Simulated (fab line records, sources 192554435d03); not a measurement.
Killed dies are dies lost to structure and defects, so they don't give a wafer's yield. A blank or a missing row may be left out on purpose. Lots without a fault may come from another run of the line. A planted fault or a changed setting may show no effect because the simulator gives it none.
fab line records | flow n5_finfet | part 1 of 2: steps 1 to 4 of 6
record lots=22 wafers=66 last_day=18
route steps=1938 shown BEOL_M11@1587 BEOL_M12@1602
lots that met no fault: from a run of the same line without faults
start_h: hours from the record's first day to the start of the lot's first wafer shown | wait_h: hours since the lot's step before | " the same as in the row above | L1.1+2: a row that stands for several wafers | - no value, or no start given | * or withheld: withheld | < > ~ a bound
route shown NAME@n: a module of which the file shows steps, and the number in the route of the first | usual: mean/standard deviation of fault-free wafers | same: alike in all rows | chamber/n: place in a boat | sites: the reading at each site | _std_site: their standard deviation | _edge_site: outer sites' mean less inner sites' | radius_mm: how far each site lies from the wafer's centre | mask NAME#n: copy n | behind: the tool/chamber that last shaped the wafer | hold: why the lot was held/for how many hours/how that ended | device: the transistor (n, p or np) that didn't switch | end of line: the same wafers' tests at the end of the route | a step without rows: its recipe alone | killed: dies lost to structure and defects at the first sort, not the wafer's yield | map: a wafer's dies, x killed, . not, _ none there
set.NAME: the setting as run; set.NAME@STEP: as run at that earlier step | model.NAME: the simulator's own value behind a step, which no gauge read
steps of the route over a sample of lots; a table a step, a row a wafer
services: from which hour (start_h, from the record's first day; less than 0 if before it) a tool's chamber was out of use, for how many hours, and why
## steps
# step N5_BEOL_M11_CURE_72
# recipe temp_c=370 time_s=120 ambient=DMADMS/He material=SiCOH_lowk
# usual lamp_power_pct=52.31/0.054 wafer_temp_C_max=372.0/0.53
# columns lot.wafer tool chamber start_h wait_h lamp_power_pct wafer_temp_C_max
L074.2 uv_cure-01 1 223.74 0.1 52.36 371.8
L074.3 " 1 " " 52.35 371.2
L074.6 " 1 " " 52.38 371.5
L075.1 uv_cure-03 1 225.00 0.2 52.34 371.7
L075.2 " 1 " " 52.35 371.1
L075.3 " 1 " " 52.33 371.5
L077.2 uv_cure-02 0 227.47 0.5 52.26 372.7
L077.3 " 0 " " 52.31 372.1
L077.4 " 0 " " 52.35 372.4
L076.1 uv_cure-02 0 227.82 0.0 52.38 372.0
L076.3 " 0 " " 52.34 371.7
L076.4 " 0 " " 52.19 372.4
L078.1 uv_cure-02 0 243.07 0.0 52.34 372.2
L078.2 " 0 " " 52.32 372.2
L078.5 " 0 " " 52.34 371.9
L079.2 uv_cure-02 1 250.65 0.1 52.33 372.3
L079.4 " 1 " " 52.20 372.9
L079.5 " 1 " " 52.40 372.8
L081.2 uv_cure-02 1 254.84 0.1 52.30 372.3
L081.3 " 1 " " 52.38 372.8
L081.6 " 1 " " 52.24 373.1
L082.3 uv_cure-02 1 258.76 0.1 52.35 372.5
L082.4 " 1 " " 52.34 372.2
L082.5 " 1 " " 52.31 371.7
L083.3 uv_cure-03 1 279.23 0.1 52.29 372.1
L083.5 " 1 " " 52.30 372.3
L083.6 " 1 " " 52.24 371.8
L086.1 uv_cure-03 0 291.08 0.5 52.29 371.5
L086.3 " 0 " " 52.26 372.1
L086.5 " 0 " " 52.23 372.2
L084.2 uv_cure-02 1 291.34 0.5 52.23 373.0
L084.5 " 1 " " 52.32 372.8
L084.6 " 1 " " 52.35 372.3
L087.2 uv_cure-02 2 296.45 0.1 52.29 370.9
L087.4 " 2 " " 52.22 371.2
L087.5 " 2 " " 52.33 371.8
L088.1 uv_cure-01 0 307.88 0.0 52.32 372.3
L088.2 " 0 " " 52.20 372.6
L088.4 " 0 " " 52.37 372.6
L089.1 uv_cure-01 1 314.55 0.0 52.27 371.6
L089.5 " 1 " " 52.24 371.8
L089.6 " 1 " " 52.31 371.5
L091.1 uv_cure-02 0 314.57 0.0 52.28 372.1
L091.4 " 0 " " 52.39 372.9
L091.5 " 0 " " 52.33 372.7
L090.3 uv_cure-01 1 317.34 0.3 52.33 371.8
L090.5 " 1 " " 52.34 371.6
L090.6 " 1 " " 52.38 371.2
L093.2 uv_cure-01 2 334.81 0.1 52.22 371.2
L093.3 " 2 " " 52.29 371.1
L093.4 " 2 " " 52.31 371.3
L092.4 uv_cure-02 2 340.97 0.2 52.32 372.1
L092.5 " 2 " " 52.34 371.4
L092.6 " 2 " " 52.35 371.4
L094.1 uv_cure-02 2 346.69 0.0 52.28 371.7
L094.4 " 2 " " 52.30 372.3
L094.5 " 2 " " 52.29 371.6
L095.2 uv_cure-02 0 360.19 0.1 52.28 372.2
L095.4 " 0 " " 52.25 371.6
L095.6 " 0 " " 52.34 371.5
L097.1 uv_cure-03 0 376.83 0.0 52.37 372.2
L097.3 " 0 " " 52.39 372.5
L097.5 " 0 " " 52.37 372.1
L096.1 uv_cure-01 1 378.06 0.0 52.37 371.3
L096.5 " 1 " " 52.28 371.7
L096.6 " 1 " " 52.30 371.1
# step N5_BEOL_M12_ILD_DEP_00
# recipe material=SiOC target_thk_a=6589.2 temp_c=350 precursor=DEMS/O2 pressure_torr=5 rf_w=500 time_s=130.7
# usual heater_power_w=466/65 rf_fwd_power_W=497.8/1.7 showerhead_plenum_p_Torr=5.701/0.014 throttle_valve_pct=12.3/0.54
# columns lot.wafer tool chamber start_h wait_h heater_power_w rf_fwd_power_W showerhead_plenum_p_Torr throttle_valve_pct
L074.2 pecvd-03 0 226.40 0.0 426 496.1 5.700 13.3
L074.3 " 2 " " 432 501.0 5.697 12.0
L074.6 " 2 " " 341 500.1 5.717 11.8
L075.1 pecvd-04 0 227.82 0.0 374 496.2 5.691 12.5
L075.2 " 1 " " 518 498.8 5.690 12.2
L075.3 " 2 " " 552 498.9 5.674 12.1
L077.2 pecvd-03 0 229.83 0.0 423 496.0 5.698 13.2
L077.3 " 2 " " 423 502.2 5.699 11.8
L077.4 " 0 " " 447 496.1 5.705 13.2
L076.1 pecvd-03 1 230.03 0.0 457 496.0 5.725 12.0
L076.3 " 2 " " 400 497.6 5.707 11.9
L076.4 " 1 " " 500 496.9 5.697 12.0
L078.1 pecvd-04 0 245.30 0.0 405 494.1 5.705 12.1
L078.2 " 1 " " 484 498.6 5.697 11.8
L078.5 " 0 " " 439 494.8 5.686 12.4
L079.2 pecvd-02 0 252.93 0.0 497 496.7 5.703 12.3
L079.4 " 0 " " 543 497.5 5.707 12.4
L079.5 " 2 " " 530 499.9 5.688 12.1
L081.2 pecvd-02 2 258.16 0.0 451 498.6 5.719 11.9
L081.3 " 0 " " 589 497.3 5.708 12.0
L081.6 " 0 " " 474 499.0 5.707 12.4
L082.3 pecvd-03 2 260.73 0.0 421 497.5 5.709 12.2
L082.4 " 2 " " 431 497.0 5.717 11.9
L082.5 " 1 " " 538 496.7 5.700 11.7
L083.3 pecvd-04 2 283.20 0.0 560 496.9 5.676 12.1
L083.5 " 1 " " 509 496.4 5.682 12.1
L083.6 " 0 " " 368 495.1 5.698 12.5
L086.1 pecvd-03 0 293.59 0.0 461 497.6 5.719 13.3
L086.3 " 2 " " 395 500.8 5.712 11.9
L086.5 " 1 " " 513 494.5 5.700 12.1
L084.2 pecvd-03 1 294.46 0.0 445 499.3 5.716 12.0
L084.5 " 2 " " 400 497.6 5.720 11.9
L084.6 " 0 " " 448 498.3 5.717 13.3
L087.2 pecvd-04 0 298.65 0.0 457 497.4 5.689 12.6
L087.4 " 2 " " 469 501.1 5.697 12.2
L087.5 " 0 " " 469 496.4 5.687 12.5
L088.1 pecvd-03 2 310.44 0.0 350 498.3 5.718 12.3
L088.2 " 0 " " 374 497.7 5.696 13.4
L088.4 " 0 " " 415 498.9 5.698 13.3
L089.1 pecvd-04 1 318.93 0.0 542 495.1 5.676 12.2
L089.5 " 1 " " 544 497.9 5.706 11.9
L089.6 " 0 " " 444 496.5 5.683 12.5
L091.1 pecvd-03 1 319.20 0.0 495 497.2 5.711 11.6
L091.4 " 0 " " 409 497.6 5.702 13.2
L091.5 " 2 " " 344 498.8 5.705 11.9
L090.3 pecvd-03 2 320.64 0.0 392 497.5 5.709 12.0
L090.5 " 1 " " 511 497.1 5.713 12.0
L090.6 " 0 " " 361 498.4 5.715 13.1
L093.2 pecvd-03 0 337.10 0.0 457 499.4 5.709 13.3
L093.3 " 2 " " 376 497.1 5.710 12.2
L093.4 " 2 " " 395 496.7 5.712 12.2
L092.4 pecvd-04 1 342.96 0.1 527 497.6 5.687 12.0
L092.5 " 2 " " 590 499.6 5.688 12.1
L092.6 " 0 " " 366 496.3 5.697 12.2
L094.1 pecvd-04 0 349.10 0.0 440 494.8 5.682 12.3
L094.4 " 2 " " 569 501.4 5.679 12.4
L094.5 " 1 " " 437 498.1 5.686 12.0
L095.2 pecvd-02 1 362.98 0.0 485 496.5 5.707 11.3
L095.4 " 2 " " 519 501.0 5.692 12.3
L095.6 " 0 " " 540 497.7 5.699 12.2
L097.1 pecvd-03 0 379.92 0.0 426 500.1 5.711 13.2
L097.3 " 1 " " 531 498.1 5.713 11.8
L097.5 " 1 " " 552 496.6 5.697 12.0
L096.1 pecvd-03 0 382.50 0.0 401 499.8 5.707 13.2
L096.5 " 0 " " 418 498.4 5.710 13.1
L096.6 " 1 " " 536 498.2 5.694 12.0
# step N5_BEOL_M12_DESCUM_15
# recipe chemistry=O2 time_s=7.9 source_power_w=50 bias_power_w=20 pressure_mtorr=20 rf_frequency_hz=2.712e+07 temp_c=40 o2_flow_sccm=225
# usual drypump_motor_current_A=5.8/0.43 oes_product_au=0.82/0.084 rf_fwd_power_W=49.43/0.22 rf_vpp_V=243.3/1.4 showerhead_plenum_p_Torr=2.10/0.069 throttle_valve_pct=20.22/0.25
# columns lot.wafer tool chamber start_h wait_h drypump_motor_current_A oes_product_au rf_fwd_power_W rf_hours_counter_h rf_vpp_V showerhead_plenum_p_Torr throttle_valve_pct
L074.2 rie_diel-01 1 227.05 0.0 5.9 0.85 49.46 51 241.5 2.03 20.17
L074.3 " 0 " " 6.2 0.91 49.39 21 243.5 2.13 19.83
L074.6 " 2 " " 5.6 0.74 49.39 - 243.8 2.07 20.09
L075.1 rie_diel-02 1 228.51 0.1 4.9 0.68 49.43 248 241.0 1.98 20.37
L075.2 " 2 " " 5.6 0.91 49.35 30 243.7 2.13 20.64
L075.3 " 0 " " 5.5 0.78 49.52 123 243.0 2.09 19.97
L077.2 rie_diel-03 0 230.36 0.0 6.3 0.93 49.75 14 242.9 2.05 19.91
L077.3 " 2 " " 6.4 0.69 49.41 218 242.1 1.98 20.39
L077.4 " 1 " " 5.8 0.70 49.56 - 245.8 2.16 20.43
L076.1 rie_diel-03 0 230.68 0.0 6.3 0.91 49.55 14 242.3 2.05 19.91
L076.3 " 1 " " 5.8 0.69 49.40 226 244.3 2.16 20.42
L076.4 " 2 " " 6.4 0.70 49.57 - 241.4 1.98 20.39
L078.1 rie_diel-01 3 246.00 0.0 6.2 0.83 49.04 72 245.0 2.21 20.16
L078.2 " 1 " " 5.9 0.86 49.43 58 244.4 2.02 20.16
L078.5 " 1 " " 5.9 0.85 49.24 - 243.1 2.02 20.18
L079.2 rie_diel-01 0 253.62 0.1 6.2 0.89 49.52 31 243.0 2.13 19.84
L079.4 " 1 " " 5.8 0.84 49.45 60 242.3 2.02 20.18
L079.5 " 3 " " 6.2 0.82 49.03 - 244.2 2.21 20.15
L081.2 rie_diel-02 0 258.87 0.2 5.5 0.78 49.63 136 243.8 2.09 19.99
L081.3 " 2 " " 5.7 0.89 49.37 43 242.0 2.13 20.67
L081.6 " 0 " " 5.5 0.76 49.44 - 243.1 2.09 19.98
L082.3 rie_diel-03 0 261.44 0.1 6.3 0.90 49.88 25 242.0 2.05 19.91
L082.4 " 3 " " 6.3 0.95 49.50 10 241.5 2.06 20.41
L082.5 " 1 " " 5.8 0.70 49.39 - 244.8 2.16 20.45
L083.3 rie_diel-03 2 283.88 0.1 6.4 0.68 49.62 237 240.4 1.98 20.44
L083.5 " 0 " " 6.3 0.88 49.80 - 243.0 2.04 19.92
L083.6 " 3 " " 6.3 0.92 49.31 - 243.4 2.06 20.42
L086.1 rie_diel-02 2 294.25 0.0 5.6 0.87 49.49 55 244.1 2.13 20.67
L086.3 " 3 " " 5.9 0.76 49.20 134 240.8 2.09 20.44
L086.5 " 2 " " 5.6 0.87 49.53 - 243.3 2.13 20.67
L084.2 rie_diel-02 3 295.11 0.0 5.9 0.76 48.89 134 243.4 2.09 20.45
L084.5 " 1 " " 4.8 0.97 49.51 - 245.5 2.24 20.04
L084.6 " 2 " " 5.7 0.87 49.45 - 241.8 2.13 20.68
L087.2 rie_diel-02 1 299.17 0.0 4.8 0.96 49.38 8 247.3 2.24 20.03
L087.4 " 2 " " 5.6 0.87 49.45 56 243.8 2.13 20.68
L087.5 " 1 " " 4.8 0.97 49.62 - 247.0 2.24 20.02
L088.1 rie_diel-01 3 311.09 0.0 6.2 0.80 49.06 96 244.2 2.20 20.19
L088.2 " 2 " " 5.6 0.72 49.44 228 242.8 2.06 20.13
L088.4 " 1 " " 5.9 0.82 49.55 83 242.5 2.02 20.22
L089.1 rie_diel-01 2 319.57 0.0 5.6 0.72 49.31 230 243.5 2.06 20.14
L089.5 " 1 " " 5.9 0.81 49.53 - 243.0 2.02 20.22
L089.6 " 2 " " 5.6 0.72 49.13 - 243.5 2.06 20.13
L091.1 rie_diel-03 0 319.72 0.0 6.3 0.86 49.72 47 241.2 2.04 19.95
L091.4 " 1 " " 5.8 1.00 49.71 0 243.3 2.15 20.10
L091.5 " 1 " " 5.8 1.00 49.50 - 244.5 2.15 20.11
L090.3 rie_diel-02 3 321.25 0.1 5.9 0.75 49.03 143 242.3 2.09 20.46
L090.5 " 0 " " 5.5 0.75 49.43 - 242.6 2.08 20.00
L090.6 " 1 " " 4.8 0.94 49.40 - 245.4 2.23 20.04
L093.2 rie_diel-02 2 337.66 0.1 5.6 0.86 49.33 71 245.4 2.12 20.70
L093.3 " 1 " " 4.8 0.92 49.37 23 242.9 2.23 20.05
L093.4 " 2 " " 5.6 0.85 49.54 - 244.0 2.12 20.69
L092.4 rie_diel-01 2 343.56 0.0 5.6 0.72 49.58 238 242.1 2.05 20.13
L092.5 " 3 " " 6.2 0.78 49.19 - 244.8 2.20 20.20
L092.6 " 0 " " 6.3 0.83 49.61 - 244.4 2.11 19.89
L094.1 rie_diel-03 2 349.62 0.0 6.4 1.02 49.36 0 244.2 2.23 20.06
L094.4 " 1 " " 5.8 0.93 49.53 13 243.4 2.15 20.13
L094.5 " 0 " " 6.3 0.85 49.44 - 241.7 2.04 19.97
L095.2 rie_diel-02 2 363.64 0.2 5.6 0.83 49.46 80 242.2 2.12 20.71
L095.4 " 1 " " 4.8 0.91 49.45 31 246.3 2.23 20.06
L095.6 " 3 " " 5.9 0.73 49.24 - 242.1 2.08 20.48
L097.1 rie_diel-02 0 380.56 0.0 5.5 0.73 49.52 177 242.9 2.07 20.06
L097.3 " 3 " " 5.9 0.73 49.13 165 242.9 2.08 20.50
L097.5 " 3 " " 5.9 0.74 48.99 - 241.7 2.08 20.50
L096.1 rie_diel-02 1 383.03 0.0 4.8 0.89 49.48 38 247.4 2.23 20.08
L096.5 " 3 " " 5.9 0.72 48.94 - 243.9 2.08 20.49
L096.6 " 2 " " 5.6 0.83 49.75 - 243.9 2.11 20.70
# step N5_BEOL_M12_ETCH_68
# recipe chemistry=N2/H2 target=SOC mask_material=SiARC source_w=3000 bias_w=350 temp_c=40 time_s=285 ion_energy_ev=200 pressure_mtorr=30 n2_flow_sccm=200 h2_flow_sccm=200
# usual drypump_motor_current_A=5.9/0.43 n2_flow_sccm=200.0/0.64 oes_product_au=0.82/0.088 rf_fwd_power_W=2992/9 rf_vpp_V=523.7/2.3 showerhead_plenum_p_Torr=2.54/0.081 throttle_valve_pct=17.61/0.21
# columns lot.wafer tool chamber start_h wait_h drypump_motor_current_A n2_flow_sccm oes_product_au rf_fwd_power_W rf_hours_counter_h rf_vpp_V showerhead_plenum_p_Torr throttle_valve_pct
L074.2 rie_diel-01 1 228.62 0.1 5.9 200.9 0.86 2981 52 522.7 2.48 17.62
L074.3 " 2 " " 5.5 199.4 0.74 2962 198 524.0 2.52 17.55
L074.6 " 2 " " 5.6 199.2 0.75 2977 - 522.3 2.52 17.57
L075.1 rie_diel-01 2 229.60 0.1 5.6 200.6 0.75 2993 198 523.3 2.52 17.57
L075.2 " 1 " " 5.9 199.5 0.85 3007 52 521.6 2.48 17.64
L075.3 " 0 " " 6.2 200.8 0.90 3006 23 525.5 2.60 17.20
L077.2 rie_diel-03 2 231.86 0.1 6.4 200.6 0.71 2996 219 519.9 2.41 17.73
L077.3 " 1 " " 5.8 199.8 0.70 2995 226 526.3 2.62 17.77
L077.4 " 3 " " 6.3 200.9 0.99 3013 0 521.6 2.51 17.75
L076.1 rie_diel-02 3 232.14 0.1 5.9 201.3 0.79 2990 111 524.7 2.56 17.76
L076.3 " 2 " " 5.6 199.8 0.91 2996 32 524.1 2.59 17.88
L076.4 " 1 " " 4.9 199.1 0.69 2991 249 519.8 2.40 17.82
L078.1 rie_diel-03 0 247.09 0.1 6.3 200.6 0.92 2987 20 521.8 2.49 17.24
L078.2 " 1 " " 5.8 199.7 0.70 2998 232 525.7 2.62 17.78
L078.5 " 1 " " 5.8 199.2 0.69 2987 - 525.7 2.62 17.80
L079.2 rie_diel-02 2 254.72 0.1 5.6 200.3 0.89 2989 42 525.0 2.59 17.89
L079.4 " 3 " " 5.9 200.0 0.78 2989 - 525.3 2.55 17.77
L079.5 " 0 " " 5.5 200.7 0.77 2983 - 523.6 2.55 17.47
L081.2 rie_diel-02 0 260.09 0.1 5.5 200.6 0.77 2994 136 525.4 2.55 17.48
L081.3 " 3 " " 5.8 200.2 0.78 2986 122 523.1 2.55 17.78
L081.6 " 2 " " 5.6 200.2 0.88 2996 - 524.6 2.59 17.90
L082.3 rie_diel-03 2 262.53 0.1 6.4 199.7 0.69 2981 230 519.5 2.40 17.75
L082.4 " 3 " " 6.3 200.2 0.95 2985 10 522.5 2.51 17.77
L082.5 " 2 " " 6.4 200.1 0.70 2984 - 520.4 2.41 17.75
L083.3 rie_diel-01 0 284.99 0.1 6.2 201.3 0.86 2981 43 524.7 2.59 17.23
L083.5 " 2 " " 5.6 200.0 0.73 2998 - 523.5 2.51 17.58
L083.6 " 3 " " 6.2 200.5 0.81 2985 - 526.9 2.67 17.53
L086.1 rie_diel-03 1 295.47 0.1 5.8 199.4 0.68 2989 249 525.0 2.61 17.80
L086.3 " 3 " " 6.3 199.1 0.91 2989 20 521.4 2.50 17.78
L086.5 " 3 " " 6.3 199.2 0.91 2985 - 521.4 2.50 17.78
L084.2 rie_diel-03 0 296.45 0.1 6.3 200.6 0.89 2992 37 521.6 2.48 17.29
L084.5 " 2 " " 6.4 200.4 0.69 2991 - 520.7 2.40 17.77
L084.6 " 1 " " 5.8 199.3 0.68 2986 - 527.6 2.61 17.82
L087.2 rie_diel-03 2 300.39 0.1 6.4 200.8 0.68 3007 243 519.1 2.40 17.77
L087.4 " 3 " " 6.3 200.0 0.91 2989 - 522.7 2.50 17.81
L087.5 " 2 " " 6.4 199.7 0.68 2993 - 519.8 2.40 17.78
L088.1 rie_diel-02 0 312.30 0.1 5.5 200.0 0.75 2978 154 525.0 2.54 17.51
L088.2 " 2 " " 5.6 200.6 0.86 2992 61 524.0 2.58 17.93
L088.4 " 3 " " 5.9 199.2 0.75 2983 141 524.0 2.54 17.77
L089.1 rie_diel-03 1 320.66 0.1 5.8 199.0 0.99 2994 0 524.4 2.61 17.40
L089.5 " 3 " " 6.3 199.6 0.89 2985 - 523.1 2.50 17.80
L089.6 " 0 " " 6.3 199.7 0.87 2997 - 521.3 2.48 17.29
L091.1 rie_diel-02 2 320.81 0.1 5.6 201.2 0.85 2986 64 524.1 2.58 17.93
L091.4 " 0 " " 5.5 200.8 0.75 3002 157 524.5 2.54 17.52
L091.5 " 2 " " 5.7 200.3 0.85 2984 - 525.2 2.58 17.92
L090.3 rie_diel-02 1 322.51 0.1 4.9 199.6 0.93 2982 17 528.8 2.72 17.46
L090.5 " 1 " " 4.8 199.9 0.93 3002 - 528.1 2.72 17.44
L090.6 " 0 " " 5.5 200.4 0.74 2990 - 523.6 2.54 17.51
L093.2 rie_diel-01 0 338.87 0.1 6.2 200.8 0.85 3001 62 524.0 2.58 17.31
L093.3 " 2 " " 5.6 199.8 0.72 2984 236 523.5 2.51 17.63
L093.4 " 3 " " 6.2 199.2 0.79 2995 104 527.2 2.67 17.54
L092.4 rie_diel-03 0 344.74 0.1 6.3 199.6 0.84 2984 - 523.5 2.47 17.32
L092.5 " 1 " " 5.8 200.0 0.93 2989 - 524.2 2.61 17.41
L092.6 " 3 " " 6.3 200.4 0.88 2990 - 523.2 2.49 17.83
L094.1 rie_diel-01 1 350.71 0.1 5.9 199.7 0.80 2983 96 521.5 2.46 17.71
L094.4 " 2 " " 5.6 199.1 0.71 2978 240 523.2 2.50 17.64
L094.5 " 1 " " 5.9 200.4 0.80 2976 - 521.5 2.46 17.72
L095.2 rie_diel-03 3 364.87 0.1 6.3 201.7 0.87 3003 49 521.6 2.49 17.84
L095.4 " 2 " " 6.4 201.0 0.97 2981 5 529.1 2.71 17.36
L095.6 " 3 " " 6.3 199.9 0.86 2987 - 523.2 2.49 17.84
L097.1 rie_diel-01 1 381.78 0.1 5.9 200.4 0.79 3003 109 522.2 2.45 17.72
L097.3 " 3 " " 6.1 199.1 0.77 2989 120 528.1 2.66 17.57
L097.5 " 1 " " 5.9 199.7 0.80 3000 - 522.9 2.45 17.72
L096.1 rie_diel-02 2 384.38 0.1 5.7 200.1 0.83 3000 87 524.6 2.57 17.96
L096.5 " 2 " " 5.6 200.4 0.83 2992 - 523.7 2.57 17.99
L096.6 " 1 " " 4.8 199.1 0.88 3003 - 528.3 2.71 17.50
